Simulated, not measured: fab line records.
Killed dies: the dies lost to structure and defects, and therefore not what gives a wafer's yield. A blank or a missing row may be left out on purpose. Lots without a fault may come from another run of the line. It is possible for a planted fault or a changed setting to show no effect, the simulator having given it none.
fab line records	flow n5-finfet
[record] lots = 10	wafers = 30	last-day = 19
route steps=1938 shown BEOL_M12@1647 BEOL_M13@1661
lots untouched by any fault: they come from a run of this same line in which no faults occurred
start-h: start of the lot's first displayed wafer, in hours after the record's first day	wait-h: hours since the lot's step before	" unchanged from the row above	L1.1+2: a row that stands for several wafers	- either no value or no given start	* or withheld: withheld	< > ~ a bound
route shown NAME@n: a module of which the file shows steps, and the number in the route of the first	usual: mean/standard deviation of fault-free wafers	same: alike in all rows	chamber/n: place in a boat	sites: each site's reading	_std_site: standard deviation across them	_edge_site: mean of outer sites minus mean of inner sites	radius-mm: how far each site lies from the wafer's centre	mask NAME#n: copy n	behind: tool/chamber where the wafer was last shaped	hold: why the lot was held/for how many hours/how that ended	device: names the non-switching transistor (n, p or np)	end of line: the same wafers' tests at the end of the route	where a step has no rows: the recipe by itself	killed: not the wafer's yield, but the dies lost to structure and defects at the first sort	map: a wafer's dies, marking killed ones x, the rest . and places with no die _
set.NAME: the setting that was run; set.NAME@STEP: the one run at that earlier step	model.NAME: the simulator's own value behind a step, which no gauge read
the route's steps for a sample of lots (tables are steps, rows are wafers)
services: when a tool's chamber went out of use (start-h, in hours from the record's first day, below 0 if earlier), for how many hours, and the reason
[[steps]]
[step N5_BEOL_M12_PRE_CLEAN_42]
[recipe] gas = H2/He	time-s = 30	temp-c = 250
[usual] heater-power-w = 325/18
lot.wafer	tool	chamber	start-h	wait-h	heater-power-w
L454.2	pvd-sputter-01	-	314.34	0.0	286
L454.3	"	-	"	"	331
L454.5	"	-	"	"	333
L455.1	pvd-sputter-03	-	324.35	0.0	325
L455.3	"	-	"	"	341
L455.4	"	-	"	"	327
L456.1	pvd-sputter-02	-	328.26	0.0	317
L456.3	"	-	"	"	327
L456.5	"	-	"	"	357
L457.2	pvd-sputter-01	-	332.23	0.0	337
L457.4	"	-	"	"	314
L457.6	"	-	"	"	330
L461.2	pvd-sputter-01	-	352.64	0.0	337
L461.3	"	-	"	"	335
L461.5	"	-	"	"	332
L462.2	pvd-sputter-03	-	352.78	0.0	323
L462.3	"	-	"	"	327
L462.4	"	-	"	"	346
L463.1	pvd-sputter-01	-	364.38	0.0	285
L463.3	"	-	"	"	322
L463.6	"	-	"	"	276
L468.2	pvd-sputter-02	-	390.10	0.0	330
L468.5	"	-	"	"	355
L468.6	"	-	"	"	329
L469.1	pvd-sputter-02	-	408.42	0.0	316
L469.3	"	-	"	"	331
L469.4	"	-	"	"	345
L470.2	pvd-sputter-01	-	412.11	0.0	316
L470.3	"	-	"	"	283
L470.5	"	-	"	"	317
[step N5_BEOL_M12_SPUTTER_45]
[recipe] material = Cu	target-thk-a = 800	temp-c = -20	bias-v = 60	power-w = 26000	chamber-pressure-pa = 0.13	time-s = 13.33
[usual] throttle-valve-pct = 30.3/0.85
lot.wafer	tool	chamber	start-h	wait-h	throttle-valve-pct
L454.2	pvd-sputter-01	-	314.54	0.0	29.9
L454.3	"	-	"	"	31.0
L454.5	"	-	"	"	30.3
L455.1	pvd-sputter-03	-	324.55	0.0	29.5
L455.3	"	-	"	"	31.4
L455.4	"	-	"	"	29.7
L456.1	pvd-sputter-02	-	328.46	0.0	29.5
L456.3	"	-	"	"	30.2
L456.5	"	-	"	"	29.9
L457.2	pvd-sputter-01	-	332.43	0.0	30.2
L457.4	"	-	"	"	30.6
L457.6	"	-	"	"	31.0
L461.2	pvd-sputter-01	-	352.84	0.0	30.3
L461.3	"	-	"	"	31.0
L461.5	"	-	"	"	30.1
L462.2	pvd-sputter-03	-	352.98	0.0	32.4
L462.3	"	-	"	"	29.3
L462.4	"	-	"	"	31.8
L463.1	pvd-sputter-01	-	364.58	0.0	30.1
L463.3	"	-	"	"	30.4
L463.6	"	-	"	"	30.2
L468.2	pvd-sputter-02	-	390.30	0.0	30.2
L468.5	"	-	"	"	30.2
L468.6	"	-	"	"	30.0
L469.1	pvd-sputter-02	-	408.62	0.0	29.7
L469.3	"	-	"	"	29.9
L469.4	"	-	"	"	30.1
L470.2	pvd-sputter-01	-	412.31	0.0	30.6
L470.3	"	-	"	"	30.0
L470.5	"	-	"	"	30.8
[step N5_BEOL_M13_COAT_58]
[recipe] resist = BARC	temp-c = 205	time-s = 60	spin-rpm = 1500	resist-thk-nm = 89
[usual] exhaust-pa = 45.0/0.99	spin-speed-rpm = 1499.9/1
lot.wafer	tool	chamber	start-h	wait-h	exhaust-pa	spin-speed-rpm
L454.2	litho-track-02	0	315.80	0.0	45.0	1499.3
L454.3	"	0	"	"	46.4	1499.1
L454.5	"	0	"	"	44.4	1499.8
L455.1	litho-track-04	0	326.12	0.0	45.3	1312.2
L455.3	"	0	"	"	45.2	1312.1
L455.4	"	0	"	"	45.3	1313.7
L456.1	litho-track-04	0	329.69	0.0	44.7	1313.2
L456.3	"	0	"	"	46.7	1310.4
L456.5	"	0	"	"	46.6	1311.0
L457.2	litho-track-04	0	333.66	0.0	44.0	1312.1
L457.4	"	0	"	"	44.2	1311.0
L457.6	"	0	"	"	45.1	1312.3
L461.2	litho-track-02	0	354.47	0.0	44.4	1498.3
L461.3	"	0	"	"	44.7	1499.4
L461.5	"	0	"	"	44.7	1501.2
L462.2	litho-track-02	0	354.64	0.0	44.4	1500.3
L462.3	"	0	"	"	46.2	1499.4
L462.4	"	0	"	"	43.2	1501.2
L463.1	litho-track-02	0	366.36	0.0	45.0	1498.8
L463.3	"	0	"	"	45.3	1499.5
L463.6	"	0	"	"	44.5	1498.8
L468.2	litho-track-02	0	391.68	0.0	46.0	1500.2
L468.5	"	0	"	"	45.5	1500.2
L468.6	"	0	"	"	44.8	1500.6
L469.1	litho-track-04	0	410.14	0.0	46.8	1499.5
L469.3	"	0	"	"	46.1	1500.2
L469.4	"	0	"	"	46.3	1498.9
L470.2	litho-track-03	0	413.75	0.0	45.6	1500.6
L470.3	"	0	"	"	45.0	1500.6
L470.5	"	0	"	"	46.6	1500.5
[step N5_BEOL_M13_ETCH_59]
[recipe] chemistry = N2/H2	target = BARC	target-depth-a = 890	overetch-a = 267	time-s = 67.9	ion-energy-ev = 200	pressure-mtorr = 30	source-w = 840	bias-w = 150	n2-flow-sccm = 200	h2-flow-sccm = 200
[usual] drypump-motor-current-A = 5.7/0.65	oes-product-au = 0.68/0.058	rf-vpp-V = 523.7/2.4	showerhead-plenum-p-Torr = 2.54/0.084	throttle-valve-pct = 17.87/0.19
lot.wafer	tool	chamber	start-h	wait-h	drypump-motor-current-A	oes-product-au	rf-hours-counter-h	rf-vpp-V	showerhead-plenum-p-Torr	throttle-valve-pct
L454.2	rie-diel-04	2	316.66	0.0	6.2	0.63	169	522.1	2.43	18.17
L454.3	"	3	"	"	5.9	0.72	66	524.6	2.57	17.73
L454.5	"	3	"	"	5.9	0.72	-	522.7	2.57	17.72
L455.1	rie-diel-04	1	326.64	0.0	5.9	0.65	188	527.0	2.64	18.04
L455.3	"	0	"	"	5.4	0.78	56	527.5	2.70	17.71
L455.4	"	3	"	"	5.9	0.74	68	525.0	2.57	17.74
L456.1	rie-diel-06	1	330.21	0.0	4.9	0.63	243	523.2	2.50	18.00
L456.3	"	2	"	"	6.6	0.76	52	524.8	2.58	17.99
L456.5	"	3	"	"	5.1	0.62	-	519.6	2.40	18.34
L457.2	rie-diel-01	2	334.18	0.0	4.9	0.65	191	520.2	2.42	17.99
L457.4	"	1	"	"	6.8	0.68	129	524.6	2.55	17.90
L457.6	"	2	"	"	4.9	0.64	-	519.0	2.42	17.99
L461.2	rie-diel-06	3	354.99	0.0	5.1	0.85	0	528.2	2.72	17.90
L461.3	"	2	"	"	6.6	0.72	63	525.1	2.58	17.99
L461.5	"	2	"	"	6.6	0.72	-	524.7	2.58	17.99
L462.2	rie-diel-01	0	355.16	0.0	5.5	0.66	124	524.4	2.56	17.82
L462.3	"	1	"	"	6.8	0.65	135	524.5	2.55	17.91
L462.4	"	2	"	"	4.9	0.61	197	520.6	2.42	17.99
L463.1	rie-diel-01	3	366.75	0.0	5.4	0.71	57	521.8	2.47	17.54
L463.3	"	0	"	"	5.4	0.67	127	523.1	2.56	17.83
L463.6	"	3	"	"	5.4	0.70	-	521.6	2.47	17.54
L468.2	rie-diel-06	2	392.20	0.0	6.6	0.71	77	524.7	2.57	18.01
L468.5	"	3	"	"	5.1	0.80	-	529.2	2.71	17.94
L468.6	"	0	"	"	6.2	0.69	-	523.8	2.57	17.81
L469.1	rie-diel-04	3	411.12	0.0	5.9	0.69	93	523.7	2.56	17.78
L469.3	"	0	"	"	5.4	0.72	80	527.8	2.69	17.74
L469.4	"	1	"	"	5.9	0.61	214	526.8	2.62	18.08
L470.2	rie-diel-06	3	414.14	0.0	5.1	0.78	20	528.3	2.71	17.94
L470.3	"	2	"	"	6.6	0.70	84	524.6	2.57	18.02
L470.5	"	0	"	"	6.3	0.68	-	524.6	2.57	17.81
[step N5_BEOL_M13_STRIP_64]
[recipe] chemistry = N2/H2	power-w = 1000	temp-c = 250	h2-frac = 0.65	overash-fraction = 0.3	pressure-mtorr = withheld	n2-flow-sccm = 1750	h2-flow-sccm = 3250
[usual] drypump-motor-current-A = 5.5/0.53	heater-power-w = 332/30	oes-product-au = 0.714/0.0048	strip-time-to-endpoint-s = 31.29/0.074
lot.wafer	tool	chamber	start-h	wait-h	drypump-motor-current-A	heater-power-w	oes-product-au	rf-hours-counter-h	strip-time-to-endpoint-s
L454.2	plasma-asher-01	1	317.01	0.0	4.7	294	0.715	143	31.23
L454.3	"	1	"	"	4.8	287	0.715	-	31.17
L454.5	"	1	"	"	4.7	288	0.723	-	31.21
L455.1	plasma-asher-01	1	326.98	0.0	4.8	286	0.710	146	33.17
L455.3	"	1	"	"	4.8	284	0.724	-	33.19
L455.4	"	0	"	"	5.6	367	0.720	-	33.14
L456.1	plasma-asher-01	0	330.61	0.0	5.7	362	0.718	147	33.04
L456.3	"	1	"	"	4.8	288	0.719	-	33.04
L456.5	"	0	"	"	5.7	359	0.720	-	33.06
L457.2	plasma-asher-01	0	334.52	0.0	5.6	356	0.709	148	33.13
L457.4	"	0	"	"	5.6	358	0.711	-	33.09
L457.6	"	0	"	"	5.6	360	0.708	-	33.03
L461.2	plasma-asher-02	1	355.34	0.0	5.9	333	0.723	83	31.40
L461.3	"	1	"	"	5.9	338	0.717	-	31.40
L461.5	"	0	"	"	6.1	354	0.718	-	31.35
L462.2	plasma-asher-01	1	355.51	0.0	4.8	283	0.714	152	31.18
L462.3	"	0	"	"	5.6	360	0.715	-	31.31
L462.4	"	1	"	"	4.8	285	0.719	-	31.31
L463.1	plasma-asher-01	0	367.14	0.0	5.6	360	0.714	154	31.29
L463.3	"	0	"	"	5.6	359	0.713	-	31.26
L463.6	"	0	"	"	5.6	362	0.713	-	31.28
L468.2	plasma-asher-02	0	392.55	0.0	6.1	349	0.717	90	31.32
L468.5	"	1	"	"	5.9	335	0.706	-	31.33
L468.6	"	0	"	"	6.1	352	0.724	-	31.35
L469.1	plasma-asher-02	1	411.47	0.0	5.9	336	0.709	93	31.26
L469.3	"	1	"	"	5.9	341	0.715	-	31.22
L469.4	"	0	"	"	6.1	343	0.710	-	31.32
L470.2	plasma-asher-02	1	414.49	0.0	5.9	339	0.712	94	31.35
L470.3	"	0	"	"	6.1	348	0.714	-	31.34
L470.5	"	0	"	"	6.1	339	0.718	-	31.33
[[services]]
tool	chamber	start-h	hours	kind
litho-track-03	-	311.52	-	consumable-replace:filter
rie-diel-01	-	326.60	0.4	repair
plasma-asher-02	-	329.02	2.8	pm
rie-diel-06	3	333.41	3.6	repair
rie-diel-06	3	337.04	-	clean
rie-diel-06	3	337.04	-	consumable-replace:focus-ring
rie-diel-06	3	337.04	-	consumable-replace:showerhead
rie-diel-06	3	337.04	15.9	scheduled-down
rie-diel-06	3	337.04	15.9	vent-cycle
rie-diel-01	-	344.99	2.8	pm
rie-diel-06	1	353.26	-	clean
rie-diel-06	1	353.26	-	consumable-replace:focus-ring
rie-diel-06	1	353.26	20.5	scheduled-down
rie-diel-06	1	353.26	20.5	vent-cycle
pvd-sputter-02	-	359.51	2.0	repair
litho-track-02	-	362.05	-	consumable-replace:filter
rie-diel-01	1	375.05	1.9	repair
rie-diel-06	3	387.37	2.9	repair
litho-track-03	-	399.85	-	consumable-replace:filter
[[key]]
[first-sign] step = N5_BEOL_M13_COAT_58	reading = spin-speed-rpm	direction = down	sigmas = 99+	usual = *	struck = *
[effect] step = N5_BEOL_M13_STRIP_64	reading = strip-time-to-endpoint-s	direction = up	sigmas = 25	usual = *	struck = *
met-at N5_BEOL_M13_COAT_58
struck-lots L455,L456,L457
not-acting-at N5_BEOL_M12_PRE_CLEAN_42,N5_BEOL_M12_SPUTTER_45,N5_BEOL_M13_ETCH_59
[fault] kind = process-parameter-drift	tool = litho-track-04	chamber = -	onset-h = 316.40	steps = N5_BEOL_M13_COAT_58	channel = spin-rpm	offset = *	shape = step	end-h = 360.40	acts-in = *	stated = *
